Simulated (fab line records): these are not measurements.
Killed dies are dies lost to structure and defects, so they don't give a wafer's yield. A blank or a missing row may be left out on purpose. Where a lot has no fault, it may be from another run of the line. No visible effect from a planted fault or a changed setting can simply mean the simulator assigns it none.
fab line records ; flow n5_finfet ; part 2 of 2: steps 5 to 6 of 6
[record] lots = 22; wafers = 66; last_day = 18
route steps=1938 shown BEOL_M0_SAQP@656 BEOL_M0@715
lots untouched by any fault: they come from a run of this same line in which no faults occurred
start_h: the number of hours between the record's first day and the start of the first shown wafer of the lot ; wait_h: how many hours have passed since the lot's step before this one ; " as in the row above ; L1.1+2: a single row standing in for several wafers ; - no value, or no start given ; * or withheld: withheld ; < > ~ a bound
route shown NAME@n: a module of which the file shows steps, and the number in the route of the first ; usual: mean/standard deviation taken from wafers without a fault ; same: alike in all rows ; chamber/n: place in a boat ; sites: readings site by site ; _std_site: standard deviation across them ; _edge_site: inner sites' mean taken away from outer sites' mean ; radius_mm: for every site, how far away it sits from the centre of the wafer ; mask NAME#n: copy n ; behind: tool/chamber where the wafer was last shaped ; hold: reason for holding the lot/hours on hold/outcome of the hold ; device: whichever transistor did not switch (one of n, p or np) ; end of line: the tests these same wafers got at the end of their route ; where a step has no rows: the recipe by itself ; killed: at the first sort, the dies lost to defects and structure; wafer yield is something else ; map: a wafer's dies, marking killed ones x, the rest . and places with no die _
set.NAME: the run value of the setting; set.NAME@STEP: its run value at that earlier step ; model.NAME: the simulator's own value behind a step, which no gauge read
a sample of lots followed through the steps of the route, with each step as a table and each wafer as a row
services: a tool's chamber out of use, with start hour (start_h, from the record's first day; less than 0 if before it), hours out, and reason
[[steps]]
[step N5_BEOL_M0_ETCH_138]
[recipe] chemistry = CH3F/O2; target_depth_a = 120; target = SiCN; time_s = 31.6; ion_energy_ev = 120; pressure_mtorr = 30; source_w = 395; bias_w = 75; Ar_flow_sccm = 150; CH3F_flow_sccm = 30; O2_flow_sccm = 20; ends = cleared
[usual] drypump_motor_current_A = 5.8/0.35; etch_rf_on_time_s = 28.9/0.73; oes_product_au = 0.68/0.085; rf_vpp_V = 296.5/1.5; showerhead_plenum_p_Torr = 1.96/0.051; throttle_valve_pct = 16.37/0.27
lot.wafer;tool;chamber;start_h;wait_h;drypump_motor_current_A;etch_rf_on_time_s;oes_product_au;rf_hours_counter_h;rf_vpp_V;showerhead_plenum_p_Torr;throttle_valve_pct
L074.1;rie_diel-05;0;114.81;0.0;5.6;27.3;0.75;39;296.8;1.95;16.09
L074.2;rie_diel-05;2;114.81;0.0;6.2;28.1;0.59;234;298.2;2.06;16.70
L074.6;rie_diel-05;0;114.81;0.0;5.6;27.7;0.76;-;296.1;1.95;16.07
L075.1;rie_diel-06;3;119.00;0.0;6.2;27.4;0.66;146;294.1;1.93;16.41
L075.4;rie_diel-06;1;119.00;0.0;6.0;28.5;0.65;-;296.7;2.00;16.44
L075.5;rie_diel-06;3;119.00;0.0;6.2;28.9;0.65;-;294.4;1.93;16.40
L076.1;rie_diel-05;3;122.93;0.0;5.7;27.9;0.62;198;297.7;1.99;16.38
L076.2;rie_diel-05;0;122.93;0.0;5.7;28.2;0.75;42;297.9;1.95;16.09
L076.4;rie_diel-05;2;122.93;0.0;6.2;29.6;0.58;-;298.4;2.05;16.70
L078.3;rie_diel-02;1;135.96;0.0;5.0;28.3;0.63;170;296.7;1.92;16.32
L078.5;rie_diel-02;1;135.96;0.0;5.0;29.6;0.63;-;296.1;1.92;16.32
L078.6;rie_diel-02;2;135.96;0.0;6.2;28.9;0.65;-;299.9;2.08;16.71
L079.2;rie_diel-06;3;140.80;0.0;6.2;28.4;0.65;155;296.9;1.93;16.43
L079.4;rie_diel-06;3;140.80;0.0;6.2;29.3;0.65;-;297.2;1.93;16.41
L079.5;rie_diel-06;0;140.80;0.0;5.8;29.1;0.84;-;297.4;1.96;16.12
L080.3;rie_diel-02;2;159.01;0.0;6.2;29.4;0.64;175;299.4;2.07;16.72
L080.5;rie_diel-02;1;159.01;0.0;5.0;30.0;0.63;-;294.2;1.92;16.33
L080.6;rie_diel-02;0;159.01;0.0;5.9;30.9;0.61;-;294.3;1.90;16.48
L081.1;rie_diel-06;1;159.61;0.0;6.0;28.0;0.64;162;298.2;1.99;16.46
L081.3;rie_diel-06;0;159.61;0.0;5.8;28.5;0.82;13;297.2;1.96;16.14
L081.5;rie_diel-06;2;159.61;0.0;5.9;28.5;0.84;-;296.3;1.97;15.83
L082.1;rie_diel-02;1;165.01;0.0;5.0;29.0;0.62;181;296.1;1.92;16.35
L082.4;rie_diel-02;2;165.01;0.0;6.2;29.3;0.64;178;299.2;2.07;16.73
L082.5;rie_diel-02;0;165.01;0.0;5.9;29.7;0.60;-;296.5;1.89;16.49
L084.2;rie_diel-06;0;170.23;0.0;5.8;28.4;0.80;18;298.0;1.96;16.14
L084.3;rie_diel-06;2;170.23;0.0;5.9;28.4;0.82;10;296.2;1.96;15.84
L084.6;rie_diel-06;2;170.23;0.0;5.9;28.6;0.82;-;298.3;1.96;15.86
L083.2;rie_diel-05;0;171.38;0.0;5.7;27.6;0.73;58;296.3;1.94;16.12
L083.5;rie_diel-05;3;171.38;0.0;5.7;29.1;0.61;-;297.3;1.98;16.42
L083.6;rie_diel-05;2;171.38;0.0;6.3;29.7;0.83;-;298.3;2.05;16.26
L085.1;rie_diel-06;3;180.69;0.0;6.2;28.5;0.65;162;295.3;1.92;16.41
L085.5;rie_diel-06;0;180.69;0.0;5.8;28.3;0.79;-;294.7;1.96;16.14
L085.6;rie_diel-06;1;180.69;0.0;6.0;30.0;0.63;-;297.6;1.99;16.48
L086.1;rie_diel-06;2;185.41;0.0;5.9;29.1;0.81;15;297.6;1.96;15.85
L086.2;rie_diel-06;1;185.41;0.0;5.9;28.9;0.63;172;297.3;1.99;16.49
L086.3;rie_diel-06;3;185.41;0.0;6.2;29.6;0.64;163;295.4;1.92;16.43
L088.2;rie_diel-06;2;205.52;0.0;5.9;29.1;0.80;22;296.0;1.96;15.89
L088.3;rie_diel-06;1;205.52;0.0;6.0;28.7;0.62;179;297.6;1.99;16.50
L088.5;rie_diel-06;2;205.52;0.0;5.9;29.6;0.79;-;296.9;1.96;15.85
L089.1;rie_diel-05;0;206.87;0.0;5.6;28.5;0.72;70;298.5;1.94;16.14
L089.2;rie_diel-05;3;206.87;0.0;5.8;27.6;0.61;228;296.4;1.98;16.44
L089.5;rie_diel-05;1;206.87;0.0;5.1;29.1;0.78;-;295.4;1.96;16.08
L090.3;rie_diel-02;3;210.98;0.0;6.1;28.4;0.61;208;295.6;1.90;16.87
L090.5;rie_diel-02;3;210.98;0.0;6.1;28.3;0.60;-;296.3;1.90;16.88
L090.6;rie_diel-02;2;210.98;0.0;6.2;28.9;0.63;-;298.2;2.07;16.79
L091.2;rie_diel-06;3;213.25;0.0;6.2;29.4;0.64;173;294.0;1.92;16.46
L091.4;rie_diel-06;2;213.25;0.0;5.9;29.1;0.79;24;296.7;1.96;15.88
L091.5;rie_diel-06;1;213.25;0.0;6.0;30.1;0.63;-;297.6;1.99;16.51
L092.2;rie_diel-06;3;219.02;0.0;6.2;28.6;0.64;175;296.2;1.92;16.45
L092.3;rie_diel-06;2;219.02;0.0;5.9;27.3;0.78;26;297.4;1.96;15.89
L092.5;rie_diel-06;1;219.02;0.0;6.0;29.1;0.62;-;298.7;1.98;16.50
L093.1;rie_diel-06;3;231.64;0.0;6.2;28.2;0.63;180;294.3;1.92;16.47
L093.3;rie_diel-06;0;231.64;0.0;5.8;29.2;0.75;40;297.0;1.95;16.18
L093.6;rie_diel-06;1;231.64;0.0;6.0;28.9;0.61;-;297.1;1.98;16.53
L094.2;rie_diel-05;2;237.09;0.0;6.3;28.1;0.77;25;299.2;2.04;16.30
L094.3;rie_diel-05;3;237.09;0.0;5.8;28.8;0.60;240;296.9;1.97;16.47
L094.5;rie_diel-05;2;237.09;0.0;6.2;29.7;0.75;-;298.0;2.04;16.30
L095.3;rie_diel-02;1;243.44;0.0;5.0;29.5;0.60;206;294.5;1.91;16.40
L095.4;rie_diel-02;2;243.44;0.0;6.2;29.5;0.63;206;298.0;2.06;16.78
L095.5;rie_diel-02;3;243.44;0.0;6.1;29.6;0.59;-;294.4;1.90;16.88
L096.3;rie_diel-02;0;260.73;0.0;5.9;29.3;0.59;244;293.7;1.88;16.55
L096.4;rie_diel-02;2;260.73;0.0;6.1;29.6;0.63;213;299.5;2.06;16.80
L096.5;rie_diel-02;0;260.73;0.0;5.9;29.6;0.59;-;294.4;1.88;16.55
L097.1;rie_diel-06;3;263.20;0.0;6.2;29.3;0.62;192;296.5;1.91;16.50
L097.2;rie_diel-06;2;263.20;0.0;5.9;28.2;0.76;43;295.6;1.95;15.92
L097.3;rie_diel-06;0;263.20;0.0;5.8;28.2;0.75;52;295.7;1.95;16.21
[step N5_BEOL_M0_OCD_MEAS_108]
[usual] trench_depth_nm = 32.7/0.58
lot.wafer;tool;chamber;start_h;wait_h;trench_depth_nm
L074.1;ocd-02;-;115.93;0.1;32.6
L074.2;ocd-02;-;115.93;0.1;33.1
L074.6;ocd-02;-;115.93;0.1;33.1
L075.1;ocd-02;-;123.05;0.1;32.4
L075.4;ocd-02;-;123.05;0.1;32.3
L075.5;ocd-02;-;123.05;0.1;33.2
L076.1;ocd-01;-;125.29;0.1;32.2
L076.2;ocd-01;-;125.29;0.1;32.5
L076.4;ocd-01;-;125.29;0.1;32.7
L078.3;ocd-01;-;136.90;0.1;33.0
L078.5;ocd-01;-;136.90;0.1;32.7
L078.6;ocd-01;-;136.90;0.1;32.1
L079.2;ocd-02;-;146.13;0.1;32.4
L079.4;ocd-02;-;146.13;0.1;33.0
L079.5;ocd-02;-;146.13;0.1;33.1
L080.3;ocd-01;-;159.99;0.1;32.0
L080.5;ocd-01;-;159.99;0.1;31.1
L080.6;ocd-01;-;159.99;0.1;33.4
L081.1;ocd-02;-;163.28;0.1;33.4
L081.3;ocd-02;-;163.28;0.1;31.9
L081.5;ocd-02;-;163.28;0.1;33.3
L082.1;ocd-02;-;166.66;0.1;33.1
L082.4;ocd-02;-;166.66;0.1;31.9
L082.5;ocd-02;-;166.66;0.1;32.7
L084.2;ocd-02;-;171.70;0.1;33.0
L084.3;ocd-02;-;171.70;0.1;32.8
L084.6;ocd-02;-;171.70;0.1;32.6
L083.2;ocd-01;-;172.02;0.1;32.5
L083.5;ocd-01;-;172.02;0.1;31.6
L083.6;ocd-01;-;172.02;0.1;32.9
L085.1;ocd-01;-;181.63;0.1;32.5
L085.5;ocd-01;-;181.63;0.1;33.4
L085.6;ocd-01;-;181.63;0.1;32.9
L086.1;ocd-01;-;186.54;0.1;33.4
L086.2;ocd-01;-;186.54;0.1;32.8
L086.3;ocd-01;-;186.54;0.1;32.9
L088.2;ocd-01;-;208.45;0.1;32.7
L088.3;ocd-01;-;208.45;0.1;33.1
L088.5;ocd-01;-;208.45;0.1;32.2
L089.1;ocd-01;-;208.56;0.1;33.2
L089.2;ocd-01;-;208.56;0.1;32.6
L089.5;ocd-01;-;208.56;0.1;33.1
L090.3;ocd-01;-;211.55;0.1;32.9
L090.5;ocd-01;-;211.55;0.1;33.0
L090.6;ocd-01;-;211.55;0.1;33.3
L091.2;ocd-02;-;214.63;0.1;32.9
L091.4;ocd-02;-;214.63;0.1;33.4
L091.5;ocd-02;-;214.63;0.1;33.6
L092.2;ocd-02;-;219.85;0.1;32.4
L092.3;ocd-02;-;219.85;0.1;32.5
L092.5;ocd-02;-;219.85;0.1;32.1
L093.1;ocd-01;-;235.18;0.1;32.5
L093.3;ocd-01;-;235.18;0.1;33.4
L093.6;ocd-01;-;235.18;0.1;32.8
L095.3;ocd-02;-;246.28;0.1;32.9
L095.4;ocd-02;-;246.28;0.1;32.8
L095.5;ocd-02;-;246.28;0.1;33.2
L094.2;ocd-01;-;246.39;0.1;33.2
L094.3;ocd-01;-;246.39;0.1;32.9
L094.5;ocd-01;-;246.39;0.1;32.9
L096.3;ocd-02;-;261.31;0.1;32.2
L096.4;ocd-02;-;261.31;0.1;31.4
L096.5;ocd-02;-;261.31;0.1;32.8
L097.1;ocd-01;-;263.76;0.1;32.0
L097.2;ocd-01;-;263.76;0.1;32.7
L097.3;ocd-01;-;263.76;0.1;32.1
[[services]]
tool;chamber;start_h;hours;kind
rie_diel-04;1;89.19;5.1;repair
rie_diel-02;2;90.82;4.3;repair
vapor_etch-02;-;92.49;15.6;pm
rie_diel-01;0;102.36;22.0;repair
rie_diel-04;1;105.96;14.5;repair
rie_diel-05;3;117.14;1.4;repair
rie_diel-04;3;120.72;9.8;repair
rie_diel-03;2;147.89;8.5;repair
rie_diel-04;-;150.63;0.2;repair
rie_diel-05;0;158.30;8.1;repair
rie_diel-01;2;163.08;6.8;repair
rie_diel-04;0;179.56;5.8;repair
rie_diel-02;2;180.54;3.9;repair
rie_diel-05;3;185.11;4.9;repair
rie_diel-04;3;185.77;45.5;repair
rie_diel-06;2;209.85;1.5;repair
rie_diel-03;0;219.55;-;clean
rie_diel-03;0;219.55;-;consumable_replace:focus_ring
rie_diel-02;-;243.77;0.4;repair
rie_diel-05;0;246.43;14.1;repair
rie_diel-04;1;246.44;6.6;repair
rie_diel-04;2;248.61;3.7;repair
rie_diel-06;1;249.84;9.5;repair
vapor_etch-02;-;260.12;14.2;repair
